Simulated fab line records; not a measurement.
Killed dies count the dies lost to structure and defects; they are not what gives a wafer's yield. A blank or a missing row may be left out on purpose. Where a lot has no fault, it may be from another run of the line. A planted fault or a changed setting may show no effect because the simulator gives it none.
Lot-split experiment / flow n5Finfet / on a route of 1938 steps: 7 lots, 21 wafers read

## ABOUT THE SPLIT
At N5_SD_EPI_N_PEB_07 (peb time 60 s), the setting pebTempC was moved away from the recipe's 110 C on 8 of the 21 wafers read, by -1.0% to +3.2%. The other wafers ran this setting at the recipe's value.

## FROM SPLIT TO READING: 1 step shown by the file between the two
- N5_SD_EPI_N_DEVELOP_08: develop time 30 s

## THE READING
At N5_SD_EPI_N_CD_MEAS_09: cdNm in nanometres, against a target cd of 120 nm. Fault-free wafers of this fab line usually give 120.0 nm, standard deviation 0.55 nm.

wafer=L075.1; tool, chamber at the split=lithoTrack-02, 0; pebTempC as run, C=110; against the recipe=recipe; cdNm, nm=118.7; against lot-mates on the recipe=-
wafer=L075.2; tool, chamber at the split=lithoTrack-02, 0; pebTempC as run, C=110; against the recipe=recipe; cdNm, nm=119.4; against lot-mates on the recipe=-
wafer=L075.3; tool, chamber at the split=lithoTrack-02, 0; pebTempC as run, C=113.5; against the recipe=+3.2%; cdNm, nm=128.4; against lot-mates on the recipe=+9.3
wafer=L077.1; tool, chamber at the split=lithoTrack-02, 0; pebTempC as run, C=110; against the recipe=recipe; cdNm, nm=119.8; against lot-mates on the recipe=-
wafer=L077.2; tool, chamber at the split=lithoTrack-02, 0; pebTempC as run, C=112.6; against the recipe=+2.4%; cdNm, nm=126.0; against lot-mates on the recipe=+6.6
wafer=L077.5; tool, chamber at the split=lithoTrack-02, 0; pebTempC as run, C=110; against the recipe=recipe; cdNm, nm=119.0; against lot-mates on the recipe=-
wafer=L085.1; tool, chamber at the split=lithoTrack-04, 0; pebTempC as run, C=110; against the recipe=recipe; cdNm, nm=120.4; against lot-mates on the recipe=-
wafer=L085.3; tool, chamber at the split=lithoTrack-04, 0; pebTempC as run, C=108.9; against the recipe=-1.0%; cdNm, nm=117.4; against lot-mates on the recipe=-3.0
wafer=L085.4; tool, chamber at the split=lithoTrack-04, 0; pebTempC as run, C=108.9; against the recipe=-1.0%; cdNm, nm=117.4; against lot-mates on the recipe=-3.0
wafer=L088.2; tool, chamber at the split=lithoTrack-02, 0; pebTempC as run, C=110; against the recipe=recipe; cdNm, nm=120.6; against lot-mates on the recipe=-
wafer=L088.3; tool, chamber at the split=lithoTrack-02, 0; pebTempC as run, C=111.2; against the recipe=+1.1%; cdNm, nm=122.7; against lot-mates on the recipe=+2.1
wafer=L088.6; tool, chamber at the split=lithoTrack-02, 0; pebTempC as run, C=111.2; against the recipe=+1.1%; cdNm, nm=123.0; against lot-mates on the recipe=+2.4
wafer=L091.2; tool, chamber at the split=lithoTrack-02, 0; pebTempC as run, C=110; against the recipe=recipe; cdNm, nm=120.3; against lot-mates on the recipe=-
wafer=L091.3; tool, chamber at the split=lithoTrack-02, 0; pebTempC as run, C=110; against the recipe=recipe; cdNm, nm=120.1; against lot-mates on the recipe=-
wafer=L091.6; tool, chamber at the split=lithoTrack-02, 0; pebTempC as run, C=110; against the recipe=recipe; cdNm, nm=121.1; against lot-mates on the recipe=-
wafer=L092.1; tool, chamber at the split=lithoTrack-04, 0; pebTempC as run, C=110; against the recipe=recipe; cdNm, nm=119.8; against lot-mates on the recipe=-
wafer=L092.3; tool, chamber at the split=lithoTrack-04, 0; pebTempC as run, C=111.8; against the recipe=+1.6%; cdNm, nm=124.9; against lot-mates on the recipe=+4.7
wafer=L092.4; tool, chamber at the split=lithoTrack-04, 0; pebTempC as run, C=110; against the recipe=recipe; cdNm, nm=120.6; against lot-mates on the recipe=-
wafer=L097.2; tool, chamber at the split=lithoTrack-01, 0; pebTempC as run, C=110; against the recipe=recipe; cdNm, nm=119.3; against lot-mates on the recipe=-
wafer=L097.5; tool, chamber at the split=lithoTrack-01, 0; pebTempC as run, C=112.4; against the recipe=+2.2%; cdNm, nm=126.7; against lot-mates on the recipe=+7.0
wafer=L097.6; tool, chamber at the split=lithoTrack-01, 0; pebTempC as run, C=110; against the recipe=recipe; cdNm, nm=120.2; against lot-mates on the recipe=-

THE FIT
A straight line over all 21 wafers: cdNm changes by +2.73 nm for each +1% of pebTempC; r = +0.98; the points scatter about the line by 0.61 nm.
The same after taking each lot's own level away (the mean of its wafers on the recipe; 21 wafers): +2.9 nm for each +1%; r = +0.99; scatter 0.46 nm.
On that fit, the largest move of pebTempC shifts the reading by 9.2 nm.
The lots' own levels span 119.05 to 120.60 nm, that is 2.8 times the standard deviation above.
The two slopes agree, so the slope changes little with the lot-to-lot level.
Check: +9.04 nm against its lot-mates is what the line predicts for one of the wafers moved furthest among these (+3.2%) when that wafer is left out of the fit. Against them it came out at +9.35 nm.

## ADDITIONAL SPLITS CARRIED BY THESE WAFERS
Other splits were also applied to these wafers ahead of the reading. Each is held against what the fit with the lots' levels taken away leaves over:
other split on the same wafers=N5_WELL_APT_EXPOSE_05 doseMj; wafers away from the commonest value=8; r with cdNm (lot level and that fit taken away)=-0.14
other split on the same wafers=N5_WELL_APT_DEVELOP_07 developTimeS; wafers away from the commonest value=6; r with cdNm (lot level and that fit taken away)=-0.03
other split on the same wafers=N5_PMOS_HMC_CHANNEL_EPI_PEB_07 pebTimeS; wafers away from the commonest value=4; r with cdNm (lot level and that fit taken away)=-0.18
other split on the same wafers=N5_PMOS_HMC_CHANNEL_EPI_ETCH_32 biasW; wafers away from the commonest value=6; r with cdNm (lot level and that fit taken away)=+0.12
other split on the same wafers=N5_FIN_SAQP_ETCH_65 timeS; wafers away from the commonest value=8; r with cdNm (lot level and that fit taken away)=-0.10
other split on the same wafers=N5_DUMMY_GATE_COAT_34 spinRpm; wafers away from the commonest value=11; r with cdNm (lot level and that fit taken away)=-0.04
other split on the same wafers=N5_DUMMY_GATE_COAT_28 spinRpm; wafers away from the commonest value=7; r with cdNm (lot level and that fit taken away)=+0.05

## THE WHOLE CHAIN: every reading that the file lists as answering this split, in the file's order
step=N5_SD_EPI_N_CD_MEAS_09; what it does=target cd 120 nm; reading=cdNm; change (the file's fit)=+2.91 nm for each +1% of the setting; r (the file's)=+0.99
step=N5_SD_EPI_N_DESCUM_14; what it does=chemistry O2, time 7.9 s; reading=SD_EPI_N.cdNm (the simulator's own value, which no gauge read); change (the file's fit)=+2.9 nm for each +1% of the setting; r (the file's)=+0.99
step=N5_SD_EPI_N_ETCH_34; what it does=etches SiARC in CF4, target depth 45.5 nm, time 75.8 s; reading=SD_EPI_N.cdNm (the simulator's own value, which no gauge read); change (the file's fit)=+2.98 nm for each +1% of the setting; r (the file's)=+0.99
step=N5_SD_EPI_N_ETCH_35; what it does=etches SOC in N2/H2, overetch 108 nm, time 486 s; reading=SD_EPI_N.cdNm (the simulator's own value, which no gauge read); change (the file's fit)=+3.31 nm for each +1% of the setting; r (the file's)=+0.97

## THE FILE'S OWN FIT
cdNm changes by +2.91 nm for each +1% of pebTempC, r = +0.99.
